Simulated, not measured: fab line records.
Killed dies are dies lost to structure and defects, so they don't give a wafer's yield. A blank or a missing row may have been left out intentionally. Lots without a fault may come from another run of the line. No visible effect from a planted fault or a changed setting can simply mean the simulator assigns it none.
Lot-split experiment :: flow n5_finfet :: on a route of 1938 steps: 7 lots, 21 wafers read

## ON THE SPLIT
At N5_SD_EPI_N_EPI_21 (deposits Si:P, time 690 s), the setting temp_c was moved away from the recipe's 680 C on 7 of the 21 wafers read, by -0.7% to +0.5%. For the rest of the wafers, this setting stayed at what the recipe calls for.

## FROM THE SPLIT TO THE READING: what the file shows between them, 9 steps
- N5_SD_EPI_N_PRECLEAN_24: cleans in O3/DIW, time 60 s
- N5_SD_EPI_P_EPI_21: deposits SiGe:B, time 355 s
- N5_SD_EPI_P_HM_STRIP_48: strips SiNx in H3PO4, material SiNx, target depth 3 nm
- N5_SD_EPI_P_SRD_49: time 30 s
- N5_SD_EPI_P_PRECLEAN_24: cleans in O3/DIW, time 45 s
- N5_SD_EPI_P_PRECLEAN_32: cleans in dHF, time 10 s
- N5_SD_EPI_P_PRECLEAN_33: cleans in SC2, time 45 s
- N5_SD_ACTIVATION_RTA_00: time 0 s
- N5_SD_ACTIVATION_LSA_01: time 0.0008 s

## THE READING
At N5_SD_ACTIVATION_RS_MEAS_03, a four-point-probe measurement gives RS_SD_N in ohm/sq. A value of 21.94 ohm/sq with a standard deviation of 0.24 ohm/sq is what fault-free wafers of this fab line usually give.

wafer: L079.2
tool, chamber at the split: epi_rpcvd-02, 0
temp_c as run, C: 680
against the recipe: recipe
RS_SD_N, ohm/sq: 21.83
against lot-mates on the recipe: -

wafer: L079.4
tool, chamber at the split: epi_rpcvd-02, 0
temp_c as run, C: 680
against the recipe: recipe
RS_SD_N, ohm/sq: 21.81
against lot-mates on the recipe: -

wafer: L079.5
tool, chamber at the split: epi_rpcvd-02, 0
temp_c as run, C: 675.4
against the recipe: -0.7%
RS_SD_N, ohm/sq: 23.72
against lot-mates on the recipe: +1.90

wafer: L080.1
tool, chamber at the split: epi_rpcvd-03, 0
temp_c as run, C: 680
against the recipe: recipe
RS_SD_N, ohm/sq: 21.90
against lot-mates on the recipe: -

wafer: L080.2
tool, chamber at the split: epi_rpcvd-03, 0
temp_c as run, C: 680
against the recipe: recipe
RS_SD_N, ohm/sq: 22.42
against lot-mates on the recipe: -

wafer: L080.6
tool, chamber at the split: epi_rpcvd-03, 0
temp_c as run, C: 680
against the recipe: recipe
RS_SD_N, ohm/sq: 21.84
against lot-mates on the recipe: -

wafer: L082.2
tool, chamber at the split: epi_rpcvd-04, 0
temp_c as run, C: 682.6
against the recipe: +0.4%
RS_SD_N, ohm/sq: 20.98
against lot-mates on the recipe: -0.86

wafer: L082.4
tool, chamber at the split: epi_rpcvd-04, 0
temp_c as run, C: 680
against the recipe: recipe
RS_SD_N, ohm/sq: 22.00
against lot-mates on the recipe: -

wafer: L082.5
tool, chamber at the split: epi_rpcvd-04, 0
temp_c as run, C: 680
against the recipe: recipe
RS_SD_N, ohm/sq: 21.68
against lot-mates on the recipe: -

wafer: L084.1
tool, chamber at the split: epi_rpcvd-04, 0
temp_c as run, C: 683.3
against the recipe: +0.5%
RS_SD_N, ohm/sq: 21.10
against lot-mates on the recipe: -1.27

wafer: L084.4
tool, chamber at the split: epi_rpcvd-04, 0
temp_c as run, C: 680
against the recipe: recipe
RS_SD_N, ohm/sq: 22.22
against lot-mates on the recipe: -

wafer: L084.6
tool, chamber at the split: epi_rpcvd-04, 0
temp_c as run, C: 680
against the recipe: recipe
RS_SD_N, ohm/sq: 22.52
against lot-mates on the recipe: -

wafer: L091.1
tool, chamber at the split: epi_rpcvd-03, 0
temp_c as run, C: 680
against the recipe: recipe
RS_SD_N, ohm/sq: 21.69
against lot-mates on the recipe: -

wafer: L091.3
tool, chamber at the split: epi_rpcvd-03, 0
temp_c as run, C: 683.6
against the recipe: +0.5%
RS_SD_N, ohm/sq: 20.67
against lot-mates on the recipe: -1.02

wafer: L091.4
tool, chamber at the split: epi_rpcvd-03, 0
temp_c as run, C: 683.6
against the recipe: +0.5%
RS_SD_N, ohm/sq: 20.44
against lot-mates on the recipe: -1.25

wafer: L092.1
tool, chamber at the split: epi_rpcvd-04, 0
temp_c as run, C: 680
against the recipe: recipe
RS_SD_N, ohm/sq: 21.74
against lot-mates on the recipe: -

wafer: L092.2
tool, chamber at the split: epi_rpcvd-04, 0
temp_c as run, C: 680
against the recipe: recipe
RS_SD_N, ohm/sq: 21.73
against lot-mates on the recipe: -

wafer: L092.5
tool, chamber at the split: epi_rpcvd-04, 0
temp_c as run, C: 680
against the recipe: recipe
RS_SD_N, ohm/sq: 21.70
against lot-mates on the recipe: -

wafer: L097.2
tool, chamber at the split: epi_rpcvd-04, 0
temp_c as run, C: 681.9
against the recipe: +0.3%
RS_SD_N, ohm/sq: 21.28
against lot-mates on the recipe: -0.62

wafer: L097.5
tool, chamber at the split: epi_rpcvd-04, 0
temp_c as run, C: 680
against the recipe: recipe
RS_SD_N, ohm/sq: 21.90
against lot-mates on the recipe: -

wafer: L097.6
tool, chamber at the split: epi_rpcvd-04, 0
temp_c as run, C: 681.9
against the recipe: +0.3%
RS_SD_N, ohm/sq: 21.29
against lot-mates on the recipe: -0.61

FIT RESULTS
A straight line over all 21 wafers: RS_SD_N changes by -2.46 ohm/sq for each +1% of temp_c; r = -0.94; the points scatter about the line by 0.25 ohm/sq.
The same after taking each lot's own level away (the mean of its wafers on the recipe; 21 wafers): -2.47 ohm/sq for each +1%; r = -0.98; scatter 0.15 ohm/sq.
That fit puts the effect of the largest move of temp_c on the reading at 1.7 ohm/sq.
From 21.690 to 22.370 ohm/sq: that is the span of the lots' own levels, equal to 2.8 times the standard deviation above.
The two slopes are in agreement: the lot-to-lot level therefore moves the slope only a little.
Check: +1.53 ohm/sq against its lot-mates is what the line predicts for one of the wafers moved furthest among these (-0.7%) when that wafer is left out of the fit. Against them it came out at +1.9 ohm/sq.

## THE WHOLE CHAIN: every reading that the file lists as answering this split, in the file's order
step: N5_SD_EPI_N_EPI_21
what it does: deposits Si:P, time 690 s
reading: Si-P_of_SD_EPI_N_EPI_21.thk_nm (the simulator's own value, which no gauge read)
change (the file's fit): +6.92 nm for each +1% of the setting
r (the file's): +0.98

step: N5_SD_EPI_P_HM_STRIP_48
what it does: strips SiNx in H3PO4, material SiNx, target depth 3 nm
reading: Si-P_of_SD_EPI_N_EPI_21.thk_nm (the simulator's own value, which no gauge read)
change (the file's fit): +6.69 nm for each +1% of the setting
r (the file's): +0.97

step: N5_SD_EPI_P_PRECLEAN_24
what it does: cleans in O3/DIW, time 45 s
reading: Si-P_of_SD_EPI_N_EPI_21.thk_nm (the simulator's own value, which no gauge read)
change (the file's fit): +6.83 nm for each +1% of the setting
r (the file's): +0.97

step: N5_SD_ACTIVATION_RS_MEAS_03
what it does: measures by four-point-probe
reading: RS_SD_N
change (the file's fit): -2.51 for each +1% of the setting
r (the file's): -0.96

## THE FILE'S OWN FIT
RS_SD_N changes by -2.51 ohm/sq for each +1% of temp_c, r = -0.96.
